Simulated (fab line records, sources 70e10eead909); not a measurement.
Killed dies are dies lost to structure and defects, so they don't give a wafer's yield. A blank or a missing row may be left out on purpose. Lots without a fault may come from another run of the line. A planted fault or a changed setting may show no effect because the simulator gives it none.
A struck lot beside a sound one | flow nand_harc | 13 steps out of a route of 1159
Sound: wafers L956.3, L956.4, L956.5. Struck: wafer L962.4. (L962.2, L962.3 of the same lot were not struck and are left out.) The cause comes at the end.
At each step with rows: each side's tool, then ch and its chambers, then its first start. Under that, the readings that differ: sound wafers | struck wafers | difference of the means | sigmas: that difference in standard deviations of wafers without a fault.
alike: readings whose means differ by less than 2 such deviations, and words and numbers that are the same on both sides. not compared: withheld readings, readings that some wafer has no value for, bounds like >300 that may hide the same value, and numbers for which the record gives no deviation and whose values overlap.
The two part at a step that has a row with sigmas, a row that says differs or no value, or rows on one side only. Numbers that don't overlap but have no deviation are shown without sigmas and don't part them. A reading that every wafer of one side lacks parts them only if that side has two wafers or more.

first, 1 step without rows for these wafers: NHARC_A_SLIT_SRD_20.
NHARC_A_SLIT_CD_MEAS_21:
  sound on cd_sem-02, day 14 13:26; struck on cd_sem-02, day 17 06:38
  alike: cd_nm
then, 3 steps without rows for these wafers: NHARC_A_SIN_REMOVE_WET_00 (chemistry H3PO4, time 15300 s); NHARC_A_SIN_REMOVE_PRECLEAN_01 (cleans in SC1); NHARC_A_SIN_REMOVE_SRD_02.
NHARC_A_SIN_REMOVE_INSPECT_04:
  sound on defect_inspect-01, day 14 22:04; struck on defect_inspect-01, day 17 12:38
  alike: raw_defect_count
NHARC_A_WL_FILL_ALD_00: deposits Al2O3, target thk 3 nm, pulse time 3 s, ald cycles 30.
  sound on ald_hk-03 ch 0,1,3, day 14 22:07; struck on ald_hk-01 ch 3, day 17 15:08
  reading            | sound       | struck | difference | sigmas
  heater_power_w (W) | 440 463 498 | 551    | +84        | +2
  alike: precursor_pulse_height_rel
NHARC_A_WL_FILL_RTA_01: time 5 s.
  sound on rtp_anneal-01 ch 0, day 14 22:31; struck on rtp_anneal-01 ch 0, day 17 15:26
  reading          | sound                | struck | difference | sigmas
  wafer_temp_C_max | 1003.7 1006.3 1006.4 | 1003.5 | -2.0       | -2
  alike: lamp_power_pct
NHARC_A_WL_FILL_ALD_02: deposits TiN, target thk 2 nm, pulse time 3 s, ald cycles 100.
  sound on ald_metal-03 ch 1,2,3, day 14 22:49; struck on ald_metal-02 ch 0, day 17 15:40
  reading                    | sound             | struck | difference | sigmas
  precursor_pulse_height_rel | 0.997 1.011 0.994 | 0.960  | -0.041     | -2
  alike: heater_power_w
NHARC_A_WL_FILL_CVD_03: deposits W, target thk 40 nm, time 3302 s.
  sound on cvd_w-02 ch 0,1, day 15 00:11; struck on cvd_w-02 ch 1, day 17 23:04
  alike: heater_power_w, throttle_valve_pct
NHARC_A_WL_FILL_ETCHBACK_04: etches the open film in NF3, target depth 60 nm, time 120 s.
  sound on rie_metal-02 ch 0,1, day 15 02:38; struck on rie_metal-03 ch 0, day 18 01:59
  reading               | sound             | struck | difference | sigmas
  oes_product_au (a.u.) | 1.000 0.996 1.007 | 0.746  | -0.255     | -31
  alike: drypump_motor_current_A
  not compared: rf_hours_counter_h
NHARC_A_WL_FILL_ETCHBACK_05: etches the open film in Cl2/BCl3, target depth 22 nm, time 60 s.
  sound on rie_metal-02 ch 0,1, day 15 02:49; struck on rie_metal-03 ch 0, day 18 02:12
  alike: drypump_motor_current_A, oes_product_au
  not compared: rf_hours_counter_h
-- the record jumps here: 4 days lie between the struck wafers' starts before and after (it left off in module A_WL_FILL and takes up again in module END, whose first step shown is number 1159 of the route) --
NHARC_END_SORT_01:
  the record has rows for the struck wafers here (prober-01 ch 0, day 22 02:51) and none for the sound ones

WHERE THEY PART
First at NHARC_A_WL_FILL_ALD_00; last, within this record, at NHARC_END_SORT_01.

WHY: what the simulator had put in
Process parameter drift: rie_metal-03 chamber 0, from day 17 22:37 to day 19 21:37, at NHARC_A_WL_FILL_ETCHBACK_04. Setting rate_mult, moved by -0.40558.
